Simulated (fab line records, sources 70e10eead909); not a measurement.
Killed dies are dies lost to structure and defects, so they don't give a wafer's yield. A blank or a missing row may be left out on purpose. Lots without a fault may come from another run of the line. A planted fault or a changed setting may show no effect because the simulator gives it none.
Which tool did it? | flow nand_harc | 12 lots, 36 wafers sampled, at 6 steps of a route of 1302

WHAT THE GAUGES READ, wafer by wafer
NHARC_P_CONTACT_OVL_MEAS_13. Usual: overlay_x_nm -0.1 nm, standard deviation 0.76; overlay_y_nm -0.1 nm, standard deviation 0.87.
lot  | measured     | on         | overlay_x_nm (nm) | overlay_y_nm (nm) | flag
L683 | day 6 08:17  | overlay-01 | -0.4 -0.3 0.2     | 0.9 1.2 0.8       |
L684 | day 6 22:17  | overlay-01 | 0.7 0.5 0.6       | -0.4 -0.6 -0.6    |
L685 | day 7 01:07  | overlay-02 | 0.1 -0.3 -0.3     | -0.1 -0.5 -0.7    |
L686 | day 7 08:34  | overlay-02 | 0.5 -0.2 0.1      | -0.3 -0.5 -1.0    |
L687 | day 8 01:31  | overlay-02 | 0.2 0.0 0.1       | 0.6 0.8 1.5       |
L690 | day 9 06:17  | overlay-02 | 1.1 1.3 1.5       | 0.5 0.5 -0.1      |
L691 | day 9 12:02  | overlay-02 | -1.7 -1.8 -1.8    | 1.1 1.4 1.5       |
L693 | day 10 14:44 | overlay-02 | -0.4 0.1 -0.4     | -0.1 -0.3 -0.1    |
L694 | day 11 00:10 | overlay-01 | 0.4 0.5 -0.2      | -0.9 -0.9 -1.0    |
L699 | day 12 20:11 | overlay-02 | 0.3 0.5 0.6       | -1.1 -1.6 -1.2    |
L700 | day 13 10:23 | overlay-02 | 0.5 0.6 0.0       | 0.4 -0.3 0.0      |
L705 | day 15 08:30 | overlay-01 | 0.1 -0.2 -0.4     | 0.2 0.4 -0.4      |

NHARC_P_CONTACT_INSPECT_27. Usual: raw_defect_count 244, standard deviation 100.
lot  | measured     | on                | raw_defect_count | flag
L683 | day 6 11:27  | defect_inspect-01 | 276 201 411      |
L684 | day 7 01:28  | defect_inspect-02 | 173 180 114      |
L685 | day 7 04:21  | defect_inspect-02 | 248 280 324      |
L686 | day 7 11:46  | defect_inspect-02 | 174 188 181      |
L687 | day 8 04:42  | defect_inspect-02 | 274 180 209      |
L690 | day 9 09:29  | defect_inspect-01 | 321 300 197      |
L691 | day 9 15:13  | defect_inspect-02 | 262 175 236      |
L693 | day 10 17:55 | defect_inspect-02 | 547 175 361      |
L694 | day 11 03:28 | defect_inspect-02 | 234 222 215      |
L699 | day 12 23:21 | defect_inspect-01 | 2298 2352 2307   | OFF
L700 | day 13 13:34 | defect_inspect-02 | 2505 2337 2553   | OFF
L705 | day 15 11:50 | defect_inspect-02 | 240 218 229      |

NHARC_END_SORT_01. Usual: killed_at_array 57, standard deviation 18; killed_at_other 0.9, standard deviation 1.3; killed_at_periphery 3.5, standard deviation 2.2; killed_dies 62, standard deviation 18; killed_open 3.0, standard deviation 1.7; killed_short 2.3, standard deviation 1.5.
lot  | measured     | on        | killed_at_array | killed_at_other | killed_at_periphery | killed_dies | killed_open | killed_short | flag
L683 | day 24 17:54 | prober-02 | 50 42 40        | 1 0 0           | 11 5 8              | 62 47 48    | 6 4 2       | 1 5 4        |
L687 | day 26 22:14 | prober-01 | 48 49 63        | 1 1 1           | 5 3 3               | 54 53 67    | 3 5 5       | 2 0 1        |
L690 | day 28 07:41 | prober-02 | 35 28 34        | 0 3 0           | 3 2 2               | 38 33 36    | 4 3 8       | 4 3 1        |
L691 | day 28 04:21 | prober-01 | 103 85 87       | 1 0 0           | 2 3 6               | 106 88 93   | 8 6 4       | 0 1 4        |
L693 | day 29 06:38 | prober-02 | 79 91 93        | 0 1 0           | 0 3 2               | 79 95 95    | 3 2 3       | 2 1 1        |
L694 | day 29 05:50 | prober-01 | 56 52 54        | 6 0 1           | 2 2 1               | 64 54 56    | 0 2 2       | 5 2 2        |
L699 | day 30 10:23 | prober-01 | 78 67 63        | 0 0 0           | 599 610 614         | 677 677 677 | 2 3 2       | 2 0 6        | OFF
L700 | day 31 13:04 | prober-01 | 55 49 46        | 0 0 0           | 622 628 631         | 677 677 677 | 1 4 2       | 1 0 1        | OFF
L705 | day 33 18:53 | prober-02 | 34 34 48        | 0 0 0           | 3 1 4               | 37 35 52    | 4 1 2       | 3 2 3        |

WHICH TOOL RAN EACH LOT (tool, then ch and the chambers of the sampled wafers, then the start)
lot  | NHARC_P_CONTACT_ETCH_18                       | NHARC_P_CONTACT_STRIP_28           | NHARC_P_CONTACT_CMP_24
L683 | rie_diel-13 ch 2,3, day 6 09:19 or earlier    | rie_diel-08 ch 0,2,3, day 6 09:19  | cmp-04 ch 0,1,2, day 6 11:05
L684 | rie_diel-08 ch 0,1,2, day 6 23:19 or earlier  | rie_diel-04 ch 0,1, day 6 23:19    | cmp-03 ch 0,1,2, day 7 01:07
L685 | rie_diel-04 ch 0,2, day 7 02:10 or earlier    | rie_diel-08 ch 0,1,2, day 7 02:10  | cmp-02 ch 1,2,3, day 7 03:59
L686 | rie_diel-08 ch 0,1,2, day 7 09:37 or earlier  | rie_diel-04 ch 0,1, day 7 09:37    | cmp-02 ch 1,2,3, day 7 11:24
L687 | rie_diel-04 ch 1,2, day 8 02:34 or earlier    | rie_diel-08 ch 0,3, day 8 02:34    | cmp-03 ch 0,2,3, day 8 04:18
L690 | rie_diel-04 ch 1,2,3, day 9 07:19 or earlier  | rie_diel-13 ch 0,2, day 9 07:19    | cmp-03 ch 0,1, day 9 09:07
L691 | rie_diel-04 ch 0,2, day 9 13:05 or earlier    | rie_diel-08 ch 2,3, day 9 13:05    | cmp-04 ch 0,3, day 9 14:49
L693 | rie_diel-04 ch 0,1,2, day 10 15:48 or earlier | rie_diel-08 ch 0,1, day 10 15:48   | cmp-04 ch 0,1,3, day 10 17:34
L694 | rie_diel-08 ch 0,3, day 11 01:22 or earlier   | rie_diel-13 ch 0,1,2, day 11 01:22 | cmp-03 ch 0,3, day 11 03:04
L699 | rie_diel-13 ch 0,2,3, day 12 21:13 or earlier | rie_diel-04 ch 1,3, day 12 21:13   | cmp-04 ch 2,3, day 12 22:56
L700 | rie_diel-04 ch 1,3, day 13 11:26 or earlier   | rie_diel-13 ch 0,1,3, day 13 11:26 | cmp-04 ch 0,3, day 13 13:11
L705 | rie_diel-04 ch 0,2,3, day 15 09:43 or earlier | rie_diel-08 ch 0,2,3, day 15 09:43 | cmp-02 ch 0,1,2, day 15 11:26
- NHARC_P_CONTACT_ETCH_18: etches the open film in C4F8/O2/Ar, target depth 481 nm, time 240.5 s.
- NHARC_P_CONTACT_STRIP_28: strips in O2.
- NHARC_P_CONTACT_CMP_24: polishes, t overpolish 30 s, target thk 200 nm.

WHAT THE TOOLS THEMSELVES READ (means of the sampled wafers that have a number; where no wafer has one, the mark that the record gives instead)
NHARC_P_CONTACT_ETCH_18. Usual: oes_product_au 0.966 a.u., standard deviation 0.014; rf_vpp_V 977 V, standard deviation 5.5.
lot  | tool        | oes_product_au (a.u.) | rf_vpp_V (V) | flag
L683 | rie_diel-13 | 0.958                 | 974          |
L684 | rie_diel-08 | 0.974                 | 977          |
L685 | rie_diel-04 | 0.966                 | 981          |
L686 | rie_diel-08 | 0.943                 | 977          |
L687 | rie_diel-04 | 0.972                 | 979          |
L690 | rie_diel-04 | 0.964                 | 974          |
L691 | rie_diel-04 | 0.968                 | 981          |
L693 | rie_diel-04 | 0.972                 | 978          |
L694 | rie_diel-08 | 0.977                 | 982          |
L699 | rie_diel-13 | 0.962                 | 977          |
L700 | rie_diel-04 | 0.970                 | 971          |
L705 | rie_diel-04 | 0.966                 | 977          |

NHARC_P_CONTACT_STRIP_28. Usual: drypump_motor_current_A 5.8 A, standard deviation 0.32; oes_product_au 1.006 a.u., standard deviation 0.009; rf_vpp_V 57.7 V, standard deviation 0.9; showerhead_plenum_p_Torr 3.50 Torr, standard deviation 0.14; throttle_valve_pct 17.037 %, standard deviation 0.0089.
lot  | tool        | drypump_motor_current_A (A) | oes_product_au (a.u.) | rf_vpp_V (V) | showerhead_plenum_p_Torr (Torr) | throttle_valve_pct (%) | flag
L683 | rie_diel-08 | 6.0                         | 1.009                 | 57.5         | 3.60                            | 17.032                 |
L684 | rie_diel-04 | 5.7                         | 1.001                 | 57.5         | 3.51                            | 17.046                 |
L685 | rie_diel-08 | 5.8                         | 0.999                 | 57.3         | 3.51                            | 17.038                 |
L686 | rie_diel-04 | 5.7                         | 0.997                 | 57.6         | 3.51                            | 17.039                 |
L687 | rie_diel-08 | 6.0                         | 1.016                 | 58.7         | 3.66                            | 17.040                 |
L690 | rie_diel-13 | 5.8                         | 1.009                 | 58.0         | 3.62                            | 17.040                 |
L691 | rie_diel-08 | 5.9                         | 1.009                 | 57.6         | 3.50                            | 17.036                 |
L693 | rie_diel-08 | 5.8                         | 1.000                 | 58.2         | 3.60                            | 17.046                 |
L694 | rie_diel-13 | 5.6                         | 1.013                 | 58.2         | 3.51                            | 17.039                 |
L699 | rie_diel-04 | 6.0                         | 1.001                 | 56.7         | 3.34                            | 17.034                 |
L700 | rie_diel-13 | 5.6                         | 1.006                 | 58.1         | 3.50                            | 17.034                 |
L705 | rie_diel-08 | 6.0                         | 0.995                 | 58.0         | 3.59                            | 17.030                 |

NHARC_P_CONTACT_CMP_24. Usual: edge_zone_pressure_frac 0.999, standard deviation 0.0042; motor_current_A 12.0 A, standard deviation 1.1; overpolish_run_s 30.000 s, standard deviation 0.01; time_to_endpoint_s 40.3 s, standard deviation 2.7.
lot  | tool   | edge_zone_pressure_frac | motor_current_A (A) | overpolish_run_s (s) | time_to_endpoint_s (s) | flag
L683 | cmp-04 | 0.999                   | 11.2                | 30.000               | 41.6                   |
L684 | cmp-03 | 0.998                   | 12.1                | 30.001               | 38.8                   |
L685 | cmp-02 | 1.002                   | 12.7                | 29.998               | 38.8                   |
L686 | cmp-02 | 1.001                   | 12.6                | 30.003               | 37.5                   |
L687 | cmp-03 | 1.000                   | 11.9                | 30.009               | 41.7                   |
L690 | cmp-03 | 0.998                   | 12.7                | 29.997               | 40.2                   |
L691 | cmp-04 | 1.000                   | 11.0                | 29.987               | 37.4                   |
L693 | cmp-04 | 0.999                   | 10.6                | 29.996               | 38.0                   |
L694 | cmp-03 | 1.001                   | 12.4                | 29.997               | 37.5                   |
L699 | cmp-04 | -                       | -                   | -                    | -                      | OFF
L700 | cmp-04 | -                       | -                   | -                    | -                      | OFF
L705 | cmp-02 | 0.997                   | 12.2                | 30.002               | 42.8                   |

THE ANSWER, worked out from the rows above alone
Rule: a lot is off if the mean of its wafers that have a number lies more than 3 standard deviations from the usual mean. A lot without any number at a reading at which 4 lots or more have one is off too. The other lots that the step has rows for count as sound. The gauges are gone through in route order, then the tools' own readings, and for those a lot's mean is taken as printed above. The first step at which some lot is off is used, and at that step the reading that is off furthest; a lot without a number counts as furthest.
Off: L699, L700, at NHARC_P_CONTACT_INSPECT_27 (raw_defect_count).
A tool fits if, at a process step before that reading, it ran every lot that is off, and no sound lot after the first of them. The gauges at NHARC_P_CONTACT_INSPECT_27 aren't tried: what is off there is off at NHARC_END_SORT_01 too, on other tools, and a gauge's error can't cause that. NHARC_P_CONTACT_ETCH_18 gives no start for some lots, so the hours and the order of its lots are those of NHARC_P_CONTACT_STRIP_28. One fits: cmp-04 at NHARC_P_CONTACT_CMP_24. Its last sound lot is L693 (day 10 17:34), its first lot that is off L699 (day 12 22:56): a fault that began between those two fits.
Blank at NHARC_P_CONTACT_CMP_24 on the lots that are off, where sound lots have numbers: edge_zone_pressure_frac, motor_current_A, overpolish_run_s, time_to_endpoint_s.

WHAT THE SIMULATOR HAD PUT IN
Skipped step whole: cmp-04, from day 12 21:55 on, at NHARC_P_CONTACT_CMP_24. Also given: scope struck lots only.
Lots struck among those shown: L699, L700. The rule above found the same.
